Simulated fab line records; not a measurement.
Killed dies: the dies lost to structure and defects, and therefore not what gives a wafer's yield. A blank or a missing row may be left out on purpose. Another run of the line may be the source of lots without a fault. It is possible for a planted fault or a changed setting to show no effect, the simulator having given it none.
Comparing a struck lot with a sound one || flow n5Finfet || 16 steps out of a route of 1938
Sound: the wafers L311.1, L311.4, L311.6. Struck: wafers L327.4, L327.5, L327.6. The cause is named last.
At each step with rows: each side's tool, then ch and its chambers, then its first start. Under that, the readings that differ: sound wafers || struck wafers || difference of the means || sigmas: that difference in standard deviations of wafers without a fault.
alike: readings whose means differ by less than 2 such deviations, and words and numbers that are the same on both sides. not compared: withheld readings, readings that some wafer has no value for, bounds like >300 that may hide the same value, and numbers for which the record gives no deviation and whose values overlap.
A row with sigmas, a row that says differs or no value, or rows on one side alone: a step with any of these is where the two part. Non-overlapping numbers with no deviation appear without sigmas and do not part them. Lack of a reading on every wafer of one side parts them only where that side has two or more wafers.

N5_BEOL_M3_STRIP_97: strips in N2/H2, time 10 s.
  sound on rieDiel-05 ch 0,2,3; struck on rieDiel-05 ch 0,3
  alike: drypumpMotorCurrentA, n2FlowSccm, oesProductAu, rfVppV, showerheadPlenumPTorr, throttleValvePct
  not compared: rfHoursCounterH
N5_BEOL_M3_OCD_MEAS_38:
  sound on ocd-02 at day 8 08:03; struck on ocd-02 at day 11 22:56
  alike: trenchDepthNm
then, 4 steps without rows for these wafers: N5_BEOL_M3_HM_STRIP_39 (strips TiN in peroxide tin strip, target depth 25 nm, time 158 s); N5_BEOL_M3_SRD_40 (time 30 s); N5_BEOL_M3_PRECLEAN_42 (cleans in residue remover, time 60 s); N5_BEOL_M3_SRD_43 (time 30 s).
N5_BEOL_M3_CD_MEAS_35: target cd 18 nm, target cd y 21 nm.
  sound on cdSem-01 at day 8 08:13; struck on cdSem-03 at day 11 23:05
  alike: cdNm
N5_BEOL_M3_DEGAS_44: time 60 s.
  sound on pvdSputter-03 at day 8 08:28; struck on pvdSputter-01 at day 11 23:23
  alike: heaterPowerW
N5_BEOL_M3_PRE_CLEAN_45: time 30 s.
  sound on pvdSputter-03 at day 8 08:30; struck on pvdSputter-01 at day 11 23:25
  alike: heaterPowerW
N5_BEOL_M3_ALD_84: deposits TaN, pulse time 2 s, purge time 3 s, co reactant purge time 2 s.
  sound on aldMetal-02 ch 0,2,3, day 8 08:34; struck on aldMetal-02 ch 1,2,3, day 11 23:30
  alike: heaterPowerW, mfcCarrierSccm
then, 2 steps without rows for these wafers: N5_BEOL_M3_SURFACE_TREAT_85; N5_BEOL_M3_CVD_47 (deposits Co from CCTBA/H2, target thk 3 nm, time 223.8 s).
N5_BEOL_M3_SPUTTER_48: material Cu, target thk 4.5 nm, time 8.29 s.
  sound on pvdSputter-02 at day 8 09:12; struck on pvdSputter-03 at day 12 00:08
  no value came back on the struck wafers for chamberPressurePa (Pa), chuckGasFlowSccm (sccm), throttleValvePct (%); on the sound wafers chamberPressurePa (Pa) reads 0.07025 0.07013 0.07018
N5_BEOL_M3_ANNEAL_49: time 240 s.
  sound on pvdSputter-02 at day 8 09:17; struck on pvdSputter-03 at day 12 00:13
  alike: heaterPowerW
N5_BEOL_M4_RC_MEAS_101:
  sound on prober-01 ch 0, day 8 19:04; struck on prober-02 ch 0, day 12 20:25
{"reading": "SS_P (mV/dec)", "sound": "73.1 72.3 72.9", "struck": "74.5 73.0 74.7", "difference": "+1.3", "sigmas": "+2"}
  alike: DIBL_N, DIBL_P, IOFF_N, IOFF_P, ION_N, ION_P, SS_N, VT_N, VT_P
-- here the record skips 4 days between the struck wafers' starts before and after, leaving off in module BEOL_M4 and picking up in module PASSIVATION (first step shown: number 1936 of the route) --
N5_PASSIVATION_PROBE_49:
  sound on prober-02 at day 13 02:13; struck on prober-01 at day 17 06:20
  alike: defectLimitedYield, killed_at_M0_to_M3, killed_at_M4_up, killedAtContacts, killedAtFrontEnd, killedAtOther, killedDies, killedOpen, killedShort, sort_bin_5_function, sort_bin_6_memory, sort_bin_8_speed, sortNPass, sortYieldPct

## WHERE THEY PART
First at N5_BEOL_M3_SPUTTER_48; last, within this record, at N5_BEOL_M4_RC_MEAS_101. Later steps at which nothing parts them and some readings are alike: N5_PASSIVATION_PROBE_49.

WHY: whatever the simulator had introduced
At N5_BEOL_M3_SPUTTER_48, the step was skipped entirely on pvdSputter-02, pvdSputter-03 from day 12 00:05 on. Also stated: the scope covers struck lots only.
